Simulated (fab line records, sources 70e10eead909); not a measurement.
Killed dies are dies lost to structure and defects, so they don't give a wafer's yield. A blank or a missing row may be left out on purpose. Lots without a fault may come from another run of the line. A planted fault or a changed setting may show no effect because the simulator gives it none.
fab line records | flow nand_harc | part 1 of 2: steps 1 to 27 of 34
record lots=5 wafers=15 last_day=32
route steps=1302 shown A_WL_FILL@972 A_CONTACT@983
lots that met no fault: from a run of the same line without faults
start_h: hours from the record's first day to the start of the lot's first wafer shown | wait_h: hours since the lot's step before | " the same as in the row above | L1.1+2: a row that stands for several wafers | - no value, or no start given | * or withheld: withheld | < > ~ a bound
route shown NAME@n: a module of which the file shows steps, and the number in the route of the first | usual: mean/standard deviation of fault-free wafers | same: alike in all rows | chamber/n: place in a boat | sites: the reading at each site | _std_site: their standard deviation | _edge_site: outer sites' mean less inner sites' | radius_mm: how far each site lies from the wafer's centre | mask NAME#n: copy n | behind: the tool/chamber that last shaped the wafer | hold: why the lot was held/for how many hours/how that ended | device: the transistor (n, p or np) that didn't switch | end of line: the same wafers' tests at the end of the route | a step without rows: its recipe alone | killed: dies lost to structure and defects at the first sort, not the wafer's yield | map: a wafer's dies, x killed, . not, _ none there
set.NAME: the setting as run; set.NAME@STEP: as run at that earlier step | model.NAME: the simulator's own value behind a step, which no gauge read
lots at some steps of the route; a table a step, a row a wafer
services: from which hour (start_h, from the record's first day; less than 0 if before it) a tool's chamber was out of use, for how many hours, and why
## steps
# step NHARC_A_WL_FILL_ETCHBACK_26
# recipe target_depth_a=520 time_s=13.3 hbr_flow_sccm=150 rf_w=350 icp_w=350 bias_w=60 chemistry=HBr
# usual drypump_motor_current_A=5.7/0.43 oes_product_au=0.996/0.014 throttle_valve_pct=23.265/0.009
# columns lot.wafer tool chamber start_h wait_h drypump_motor_current_A oes_product_au rf_hours_counter_h throttle_valve_pct
L079.3 rie_si-04 1 516.67 0.4 6.5 1.026 1.0 23.276
L079.2 " 2 " " 5.3 1.006 1.1 23.266
L079.6 " 3 " " 5.7 1.008 - 23.266
L085.3 rie_si-01 1 589.41 0.4 6.3 0.993 0.2 23.247
L085.2 " 2 " " 6.0 0.991 0.2 23.253
L085.5 " 1 " " 6.2 0.994 - 23.254
L090.3 rie_si-04 3 649.22 0.4 5.7 1.005 0.7 23.263
L090.2 " 2 " " 5.3 0.980 0.7 23.270
L090.6 " 3 " " 5.7 0.999 - 23.258
L093.3 rie_si-04 1 672.80 0.4 6.4 0.986 0.9 23.256
L093.5 " 3 " " 5.7 1.012 - 23.269
L093.6 " 0 " " 5.2 1.021 - 23.262
L094.3 rie_si-01 3 684.53 0.4 5.9 1.002 0.9 23.260
L094.4 " 0 " " 5.7 0.983 1.0 23.268
L094.6 " 3 " " 5.9 0.998 - 23.259
# step NHARC_A_WL_FILL_PRECLEAN_30
# recipe time_s=10 chemistry=dHF
# columns lot.wafer tool chamber start_h wait_h
L079.3+2+6 wet_bench-02 2,3,5 516.81 0.1
L085.5+2+3 wet_bench-09 1,4,5 589.54 0.1
L090.3+6+2 wet_bench-07 6,7,3 649.36 0.1
L093.5+3+6 wet_bench-07 5,6,0 672.93 0.1
L094.3+6+4 wet_bench-09 4,5,1 684.66 0.1
# step NHARC_A_WL_FILL_SRD_14
# columns lot.wafer tool chamber start_h wait_h
L079.3+2+6 wet_bench-02 2,3,5 516.85 0.0
L085.5+2+3 wet_bench-09 1,4,5 589.56 0.0
L090.3+6+2 wet_bench-07 6,7,3 649.38 0.0
L093.5+3+6 wet_bench-07 5,6,0 672.98 0.0
L094.3+6+4 wet_bench-09 4,5,1 684.68 0.0
# step NHARC_A_WL_FILL_ALD_19
# recipe target_thk_a=20 pulse_time_s=3 ald_cycles=100 temp_c=450 material=TiN
# usual heater_power_w=1070/87 precursor_pulse_height_rel=0.998/0.022
# columns lot.wafer tool chamber start_h wait_h heater_power_w precursor_pulse_height_rel
L079.2 ald_metal-02 3 516.97 0.1 1170 0.992
L079.3 " 1 " " 1025 0.978
L079.6 " 3 " " 1155 0.976
L085.2 ald_metal-01 2 589.67 0.1 1155 0.980
L085.3 " 1 " " 1164 0.952
L085.5 " 2 " " 1164 1.014
L090.3 ald_metal-04 2 649.52 0.1 1060 0.961
L090.2 " 3 " " 966 0.961
L090.6 " 0 " " 1143 1.036
L093.3 ald_metal-01 3 673.12 0.1 1164 0.970
L093.5 " 1 " " 1189 1.008
L093.6 " 2 " " 1199 1.038
L094.3 ald_metal-04 3 684.83 0.1 928 0.960
L094.4 " 0 " " 1110 0.979
L094.6 " 2 " " 1001 1.033
# step NHARC_A_WL_FILL_CVD_20
# recipe target_thk_a=1000 temp_c=400 pressure_torr=40 wf6_flow_sccm=40 h2_flow_sccm=1600 ar_flow_sccm=1560 time_s=74 material=W
# usual heater_power_w=873/96 throttle_valve_pct=8.07/0.17
# columns lot.wafer tool chamber start_h wait_h heater_power_w throttle_valve_pct
L079.2 cvd_w-01 0 - - 852 8.34
L079.3 " 1 " " 762 7.89
L079.6 " 0 " " 861 8.14
L085.2 cvd_w-01 1 - - 708 7.87
L085.3 " 1 " " 721 7.82
L085.5 " 0 " " 898 8.20
L090.2 cvd_w-01 0 - - 843 8.28
L090.3 " 0 " " 899 8.27
L090.6 " 0 " " 886 8.46
L093.3 cvd_w-01 0 - - 911 8.24
L093.6 " 0 " " 886 8.00
L093.5 " 1 " " 727 7.86
L094.3 cvd_w-02 1 - - 865 7.83
L094.4 " 0 " " 964 7.72
L094.6 " 1 " " 850 8.28
# step NHARC_A_WL_FILL_CMP_12
# recipe t_overpolish_s=30 target_thk_nm=100
# usual motor_current_A=12.8/1 overpolish_run_s=29.999/0.0092 time_to_endpoint_s=21/3.8
# columns lot.wafer tool chamber start_h wait_h motor_current_A overpolish_run_s time_to_endpoint_s
L079.3 cmp-02 2 517.36 0.1 13.3 30.000 24
L079.2 " 3 " " 12.7 29.994 26
L079.6 " 1 " " 11.7 29.989 30
L085.3 cmp-02 3 590.07 0.1 13.3 29.997 22
L085.2 " 1 " " 11.5 29.990 28
L085.5 " 3 " " 13.5 29.996 22
L090.3 cmp-04 2 650.00 0.1 12.5 29.990 23
L090.2 " 0 " " 10.6 30.007 19
L090.6 " 3 " " 13.0 30.015 20
L093.3 cmp-03 0 673.51 0.2 12.5 30.004 19
L093.6 " 2 " " 13.2 30.001 18
L093.5 " 3 " " 11.7 29.995 17
L094.4 cmp-04 0 685.19 0.1 11.2 29.989 21
L094.3 " 2 " " 12.9 30.010 22
L094.6 " 3 " " 13.8 30.003 22
# step NHARC_A_WL_FILL_SRD_31
# columns lot.wafer tool chamber start_h wait_h
L079.3+6+2 wet_bench-09 0,3,4 517.66 0.0
L085.2+5+3 wet_bench-02 5,7,0 590.38 0.0
L090.3+2+6 wet_bench-09 2,4,5 650.32 0.0
L093.3+5+6 wet_bench-02 7,3,4 673.78 0.0
L094.4+6+3 wet_bench-09 1,3,4 685.49 0.0
# step NHARC_A_WL_FILL_INSPECT_15
# usual raw_defect_count=482/120
# columns lot.wafer tool chamber start_h wait_h raw_defect_count
L079.2 defect_inspect-01 - 517.80 0.0 488
L079.3 " - " " 615
L079.6 " - " " 501
L085.2 defect_inspect-02 - 590.52 0.0 501
L085.3 " - " " 648
L085.5 " - " " 358
L090.2 defect_inspect-02 - 650.46 0.0 929
L090.3 " - " " 582
L090.6 " - " " 585
L093.3 defect_inspect-02 - 673.93 0.0 401
L093.5 " - " " 483
L093.6 " - " " 310
L094.3 defect_inspect-01 - 685.64 0.0 475
L094.4 " - " " 499
L094.6 " - " " 679
# step NHARC_A_CONTACT_DEP_24
# recipe target_thk_a=5000 temp_c=400 pressure_torr=6.5 rf_w=900 teos_flow_sccm=161.4 flow_sccm=2650 target_thk_nm=500 gas=O2 material=SiO2
# usual heater_power_w=561/92 throttle_valve_pct=16.3/0.72
# columns lot.wafer tool chamber start_h wait_h heater_power_w throttle_valve_pct
L079.3 pecvd-01 0 518.04 0.2 518 15.7
L079.2 " 1 " " 561 15.5
L079.6 " 0 " " 544 15.8
L085.3 pecvd-03 0 590.64 0.1 486 16.3
L085.2 " 1 " " 463 14.6
L085.5 " 1 " " 343 14.5
L090.3 pecvd-02 1 650.74 0.3 533 16.4
L090.2 " 2 " " 617 17.3
L090.6 " 0 " " 410 16.4
L093.3 pecvd-02 0 674.06 0.1 549 16.4
L093.6 " 2 " " 588 17.2
L093.5 " 0 " " 413 16.6
L094.3 pecvd-02 2 685.83 0.2 551 17.4
L094.6 " 1 " " 623 16.9
L094.4 " 2 " " 574 17.3
# step NHARC_A_CONTACT_DEP_28
# recipe target_thk_a=70000 temp_c=400 material=aC
# usual throttle_valve_pct=35.001/0.0089
# columns lot.wafer tool chamber start_h wait_h throttle_valve_pct
L079.2 acl_dep-01 0 522.38 3.9 34.987
L079.3 " 0 " " 35.003
L079.6 " 0 525.18 6.7 34.995
L085.2 acl_dep-03 0 591.90 0.8 34.994
L085.3 " 0 " " 34.992
L085.5 " 0 594.04 2.9 35.012
L090.2 acl_dep-02 0 652.94 1.7 35.009
L090.3 " 0 " " 35.012
L090.6 " 0 655.76 4.5 35.005
L093.3 acl_dep-02 0 679.81 5.3 34.992
L093.5 " 0 681.20 6.6 35.001
L093.6 " 0 " " 34.996
L094.3 acl_dep-01 0 687.68 1.4 34.994
L094.4 " 0 " " 34.978
L094.6 " 0 689.75 3.5 34.999
# step NHARC_A_CONTACT_DEP_29
# recipe target_thk_a=1000 target_thk_nm=100 temp_c=400 pressure_torr=3.5 flow_sccm=200 rf_w=350 material=SiON
# usual heater_power_w=754/100
# columns lot.wafer tool chamber start_h wait_h heater_power_w
L079.2 pecvd-03 2 525.91 2.8 686
L079.3 " 0 " " 723
L079.6 " 0 " " 740
L085.2 pecvd-03 0 595.51 2.9 656
L085.3 " 1 " " 639
L085.5 " 1 " " 622
L090.2 pecvd-01 1 656.49 2.8 710
L090.3 " 0 " " 712
L090.6 " 0 " " 709
L093.3 pecvd-02 1 682.67 2.2 752
L093.5 " 2 " " 745
L093.6 " 1 " " 765
L094.3 pecvd-01 1 690.46 2.1 750
L094.6 " 1 " " 743
L094.4 " 0 " " 731
# step NHARC_A_CONTACT_DEHYDRATE_32
# recipe temp_c=150 time_s=120
# columns lot.wafer tool chamber start_h wait_h
L079.2+3+6 litho_track-04 0 526.18 0.2
L085.2+3+5 litho_track-01 0 595.75 0.2
L090.2+3+6 litho_track-04 0 656.76 0.2
L093.3+5+6 litho_track-04 0 682.89 0.2
L094.3+4+6 litho_track-01 0 690.73 0.2
# step NHARC_A_CONTACT_HMDS_33
# recipe time_s=30
# columns lot.wafer tool chamber start_h wait_h
L079.2+3+6 litho_track-04 0 - -
L085.2+3+5 litho_track-01 0 - -
L090.2+3+6 litho_track-04 0 - -
L093.3+5+6 litho_track-04 0 - -
L094.3+4+6 litho_track-01 0 - -
# step NHARC_A_CONTACT_COAT_34
# recipe temp_c=260 time_s=75
# columns lot.wafer tool chamber start_h wait_h
L079.2+3+6 litho_track-04 0 - -
L085.2+3+5 litho_track-01 0 - -
L090.2+3+6 litho_track-04 0 - -
L093.3+5+6 litho_track-04 0 - -
L094.3+4+6 litho_track-01 0 - -
# step NHARC_A_CONTACT_COAT_35
# recipe temp_c=225 time_s=65
# columns lot.wafer tool chamber start_h wait_h
L079.2+3+6 litho_track-04 0 - -
L085.2+3+5 litho_track-01 0 - -
L090.2+3+6 litho_track-04 0 - -
L093.3+5+6 litho_track-04 0 - -
L094.3+4+6 litho_track-01 0 - -
# step NHARC_A_CONTACT_COAT_36
# recipe spin_rpm=1500 resist_thk_nm=90
# columns lot.wafer tool chamber start_h wait_h
L079.2+3+6 litho_track-04 0 - -
L085.2+3+5 litho_track-01 0 - -
L090.2+3+6 litho_track-04 0 - -
L093.3+5+6 litho_track-04 0 - -
L094.3+4+6 litho_track-01 0 - -
# step NHARC_A_CONTACT_SOFTBAKE_37
# recipe temp_c=105 time_s=55
# columns lot.wafer tool chamber start_h wait_h
L079.2+3+6 litho_track-04 0 - -
L085.2+3+5 litho_track-01 0 - -
L090.2+3+6 litho_track-04 0 - -
L093.3+5+6 litho_track-04 0 - -
L094.3+4+6 litho_track-01 0 - -
# step NHARC_A_CONTACT_EBR_38
# columns lot.wafer tool chamber start_h wait_h
L079.2+3+6 litho_track-04 0 - -
L085.2+3+5 litho_track-01 0 - -
L090.2+3+6 litho_track-04 0 - -
L093.3+5+6 litho_track-04 0 - -
L094.3+4+6 litho_track-01 0 - -
# step NHARC_A_CONTACT_EXPOSE_39
# recipe na=1.35 sigma_outer=0.8 dose_mj=58.79 mask_id=A_CC_3
# usual reticle_temp_C=23.02/0.11
# columns lot.wafer tool chamber start_h wait_h mask reticle_temp_C
L079.2 arfi_scanner-01 0 526.49 - A_CC_3#0 22.97
L079.3 " 0 " " A_CC_3#0 23.01
L079.6 " 0 " " A_CC_3#0 23.02
L085.2 arfi_scanner-02 0 596.06 - A_CC_3#0 22.89
L085.3 " 0 " " A_CC_3#0 23.07
L085.5 " 0 " " A_CC_3#0 23.02
L090.2 arfi_scanner-01 0 657.07 - A_CC_3#0 22.94
L090.3 " 0 " " A_CC_3#0 22.96
L090.6 " 0 " " A_CC_3#0 22.86
L093.3 arfi_scanner-01 0 683.08 - A_CC_3#0 22.90
L093.5 " 0 " " A_CC_3#0 23.02
L093.6 " 0 " " A_CC_3#0 23.10
L094.3 arfi_scanner-01 0 690.92 - A_CC_3#0 23.02
L094.4 " 0 " " A_CC_3#0 23.00
L094.6 " 0 " " A_CC_3#0 22.90
# step NHARC_A_CONTACT_PEB_40
# recipe peb_temp_c=100 peb_time_s=65
# columns lot.wafer tool chamber start_h wait_h
L079.2+3+6 litho_track-06 0 526.55 0.1
L085.2+3+5 litho_track-04 0 596.12 0.1
L090.2+3+6 litho_track-01 0 657.13 0.1
L093.3+5+6 litho_track-06 0 683.13 0.0
L094.3+4+6 litho_track-01 0 690.97 0.0
# step NHARC_A_CONTACT_DEVELOP_41
# recipe develop_time_s=35 dev_temp_c=23
# columns lot.wafer tool chamber start_h wait_h
L079.2+3+6 litho_track-06 0 - -
L085.2+3+5 litho_track-04 0 - -
L090.2+3+6 litho_track-01 0 - -
L093.3+5+6 litho_track-06 0 - -
L094.3+4+6 litho_track-01 0 - -
# step NHARC_A_CONTACT_CD_MEAS_42
# recipe target_cd_nm=300 landing_energy_ev=500
# usual cd_nm=300.3/0.74
# columns lot.wafer tool chamber start_h wait_h cd_nm
L079.2 cd_sem-02 0 526.63 - 300.5
L079.3 " 0 " " 300.1
L079.6 " 0 " " 299.3
L085.2 cd_sem-03 0 596.20 - 299.7
L085.3 " 0 " " 300.8
L085.5 " 0 " " 299.5
L090.2 cd_sem-03 0 657.21 - 301.4
L090.3 " 0 " " 302.1
L090.6 " 0 " " 301.1
L093.3 cd_sem-02 0 683.22 - 300.2
L093.5 " 0 " " 299.9
L093.6 " 0 " " 299.8
L094.3 cd_sem-03 0 691.06 - 300.3
L094.4 " 0 " " 299.5
L094.6 " 0 " " 301.1
# step NHARC_A_CONTACT_OVL_MEAS_43
# usual overlay_x_nm=0.0/0.94 overlay_y_nm=0.0/0.78
# columns lot.wafer tool chamber start_h wait_h overlay_x_nm overlay_y_nm
L079.2 overlay-01 - 526.71 - -0.8 0.1
L079.3 " - " " -0.5 0.5
L079.6 " - " " -0.6 0.2
L085.2 overlay-02 - 596.29 - -1.2 0.1
L085.3 " - " " -0.9 0.3
L085.5 " - " " -0.9 0.0
L090.2 overlay-01 - 657.30 - 0.1 -1.3
L090.3 " - " " 0.5 -1.2
L090.6 " - " " 0.2 -0.4
L093.3 overlay-01 - 683.30 - -0.7 -0.6
L093.5 " - " " -1.0 -0.7
L093.6 " - " " -1.0 -0.4
L094.3 overlay-02 - 691.14 - 0.8 -0.1
L094.4 " - " " 1.2 -0.6
L094.6 " - " " 1.8 -0.1
# step NHARC_A_CONTACT_INSPECT_44
# usual raw_defect_count=84/30
# columns lot.wafer tool chamber start_h wait_h raw_defect_count
L079.2 defect_inspect-01 - 526.75 0.0 106
L079.3 " - " " 134
L079.6 " - " " 110
L085.2 defect_inspect-02 - 596.32 0.0 73
L085.3 " - " " 95
L085.5 " - " " 87
L090.2 defect_inspect-02 - 657.33 0.0 115
L090.3 " - " " 117
L090.6 " - " " 95
L093.3 defect_inspect-01 - 683.34 0.0 76
L093.5 " - " " 65
L093.6 " - " " 62
L094.3 defect_inspect-01 - 691.18 0.0 69
L094.4 " - " " 64
L094.6 " - " " 79
# step NHARC_A_CONTACT_DESCUM_47
# recipe time_s=3 o2_flow_sccm=200 ar_flow_sccm=0 bias_power_w=0 chemistry=O2
# usual drypump_motor_current_A=5.4/0.54 oes_product_au=1.006/0.012 rf_vpp_V=57.7/0.97 showerhead_plenum_p_Torr=1.89/0.083 throttle_valve_pct=11.312/0.0084
# columns lot.wafer tool chamber start_h wait_h drypump_motor_current_A oes_product_au rf_hours_counter_h rf_vpp_V showerhead_plenum_p_Torr throttle_valve_pct
L079.2 rie_diel-04 3 526.82 0.1 6.0 1.006 55 57.8 1.87 11.324
L079.3 " 0 " " 4.8 1.011 57 60.7 1.98 11.302
L079.6 " 2 " " 6.3 1.008 - 59.3 2.02 11.321
L085.2 rie_diel-07 0 596.38 0.1 4.8 0.991 17 57.6 1.99 11.316
L085.3 " 3 " " 5.1 0.995 18 57.0 1.89 11.314
L085.5 " 1 " " 5.8 1.010 - 57.9 1.76 11.286
L090.2 rie_diel-07 3 657.40 0.1 5.1 1.020 0 56.8 1.89 11.313
L090.3 " 1 " " 5.8 0.996 0 59.8 2.08 11.315
L090.6 " 2 " " 5.4 1.019 - 57.3 1.90 11.314
L093.3 rie_diel-07 3 683.40 0.1 5.0 1.007 4 57.7 1.89 11.304
L093.6 " 3 " " 5.0 1.000 - 58.5 1.88 11.325
L093.5 " 0 " " 4.8 1.006 - 57.4 1.99 11.311
L094.3 rie_diel-07 2 691.24 0.1 5.3 1.017 5 57.1 1.90 11.310
L094.4 " 3 " " 5.1 1.008 6 58.6 1.88 11.303
L094.6 " 1 " " 5.9 1.006 - 57.8 2.07 11.301
# step NHARC_A_CONTACT_ETCH_48
# recipe target_depth_a=390 over_etch_frac=0.3 time_s=65 ion_energy_ev=80 cf4_flow_sccm=150 ar_flow_sccm=0 rf_w=300 bias_w=100 chemistry=CF4
# usual drypump_motor_current_A=5.4/0.52 oes_product_au=1.006/0.011 rf_vpp_V=151.0/1.3 showerhead_plenum_p_Torr=1.75/0.071 throttle_valve_pct=13.285/0.0092
# same over_etch_frac=0.3
# columns lot.wafer tool chamber start_h wait_h drypump_motor_current_A oes_product_au rf_hours_counter_h rf_vpp_V showerhead_plenum_p_Torr throttle_valve_pct
L079.2 rie_diel-04 2 527.02 0.2 6.3 1.009 53 152.7 1.86 13.284
L079.3 " 0 " " 4.9 1.006 58 151.1 1.83 13.283
L079.6 " 1 " " 4.8 0.974 - 150.4 1.74 13.294
L085.3 rie_diel-07 3 596.47 0.1 5.1 1.005 18 151.1 1.75 13.272
L085.2 " 0 " " 4.8 1.012 17 152.7 1.84 13.297
L085.5 " 3 " " 5.1 1.010 - 151.0 1.75 13.283
L090.2 rie_diel-07 1 657.49 0.1 5.8 1.011 0 152.0 1.91 13.293
L090.3 " 3 " " 5.1 1.005 0 150.9 1.75 13.277
L090.6 " 1 " " 5.8 0.998 - 152.7 1.91 13.279
L093.3 rie_diel-07 0 683.49 0.1 4.8 0.989 2 152.6 1.83 13.280
L093.6 " 3 " " 5.0 1.000 - 150.0 1.74 13.291
L093.5 " 0 " " 4.8 0.988 - 152.5 1.83 13.282
L094.4 rie_diel-07 3 691.32 0.1 5.1 1.011 6 150.8 1.74 13.280
L094.3 " 2 " " 5.3 1.026 5 151.4 1.76 13.279
L094.6 " 0 " " 4.8 1.001 - 151.5 1.83 13.271
# step NHARC_A_CONTACT_ETCH_49
# recipe target_depth_a=2600 over_etch_frac=0.3 time_s=475.3 ion_energy_ev=200 n2_flow_sccm=150 h2_flow_sccm=150 ar_flow_sccm=0 rf_w=400 bias_w=150 chemistry=N2/H2
# usual drypump_motor_current_A=5.4/0.52 oes_product_au=1.005/0.012 rf_vpp_V=429.9/2.5 showerhead_plenum_p_Torr=2.02/0.087 throttle_valve_pct=14.172/0.0093
# same over_etch_frac=0.3
# columns lot.wafer tool chamber start_h wait_h drypump_motor_current_A oes_product_au rf_hours_counter_h rf_vpp_V showerhead_plenum_p_Torr throttle_valve_pct
L079.2 rie_diel-04 3 - - 5.9 0.990 55 429.1 1.99 14.181
L079.3 " 0 " " 4.9 0.994 58 431.9 2.12 14.162
L079.6 " 2 " " 6.2 1.001 - 434.1 2.16 14.160
L085.2 rie_diel-07 3 - - 5.1 0.995 18 429.6 2.01 14.177
L085.3 " 0 " " 4.8 1.009 17 432.7 2.12 14.178
L085.5 " 3 " " 5.1 1.002 - 428.9 2.01 14.171
L090.3 rie_diel-07 1 - - 5.8 1.014 0 435.6 2.22 14.172
L090.2 " 2 " " 5.4 1.014 0 430.3 2.03 14.183
L090.6 " 1 " " 5.8 1.015 - 434.9 2.22 14.177
L093.3 rie_diel-07 0 - - 4.8 0.989 2 432.1 2.12 14.159
L093.6 " 3 " " 5.1 1.009 - 429.4 2.01 14.176
L093.5 " 0 " " 4.8 0.983 - 434.5 2.12 14.181
L094.4 rie_diel-07 3 - - 5.1 1.012 6 430.6 2.01 14.157
L094.3 " 0 " " 4.8 0.998 4 433.7 2.12 14.176
L094.6 " 2 " " 5.4 1.013 - 430.4 2.03 14.170
